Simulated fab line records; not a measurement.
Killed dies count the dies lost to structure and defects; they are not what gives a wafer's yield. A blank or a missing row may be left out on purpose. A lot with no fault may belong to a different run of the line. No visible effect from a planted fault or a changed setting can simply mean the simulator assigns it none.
What tool caused it? + flow n5 finfet + at 1 step of a route of 1938, 11 lots with 33 wafers sampled

== WHAT EACH GAUGE READ, for each wafer ==
N5_BEOL_M10_OVL_MEAS_12.
| lot  | measured     | on         | M10_OVL (nm)   |
|------|--------------|------------|----------------|
| L077 | day 10 23:37 | overlay-02 | 0.8 -0.7 -0.1  |
| L079 | day 11 14:42 | overlay-02 | 0.3 0.1 -0.4   |
| L076 | day 11 15:33 | overlay-01 | 0.4 0.5 0.4    |
| L081 | day 12 18:12 | overlay-01 | -0.6 0.8 0.8   |
| L084 | day 13 03:17 | overlay-02 | 0.8 0.3 1.7    |
| L086 | day 13 22:07 | overlay-02 | 1.1 -1.0 -0.5  |
| L088 | day 14 20:16 | overlay-02 | -0.5 0.3 0.4   |
| L089 | day 15 01:36 | overlay-01 | 1.4 0.1 1.1    |
| L092 | day 16 06:38 | overlay-01 | 0.2 -0.9 0.9   |
| L093 | day 17 02:01 | overlay-02 | 0.6 2.4 1.2    |
| L096 | day 17 06:13 | overlay-02 | -0.3 -1.7 -1.2 |

== WHICH TOOL RAN EACH LOT (tool, then ch and the chambers of the sampled wafers, then the start) ==
The record holds no process step before these readings.

== THE ANSWER, worked out from the rows above alone ==
Rule: what is usual is taken from the lots themselves. The widest of any qualifying gaps counts: lots, ordered by their means at a reading, are off when they make up no more than a third of the lots, leave a main group of 4 or more, and stand apart from it by 3 or more times the standard deviation of that group's means. If all means in a main group match to the digits the tables above print for the reading, that group is not used. Also off: a lot with no number at a reading for which 4 or more lots have one. All remaining lots with rows at the step are treated as sound.
Nothing can be told from this: no lot is off at any reading shown.

== WHAT HAD BEEN PUT IN BY THE SIMULATOR ==
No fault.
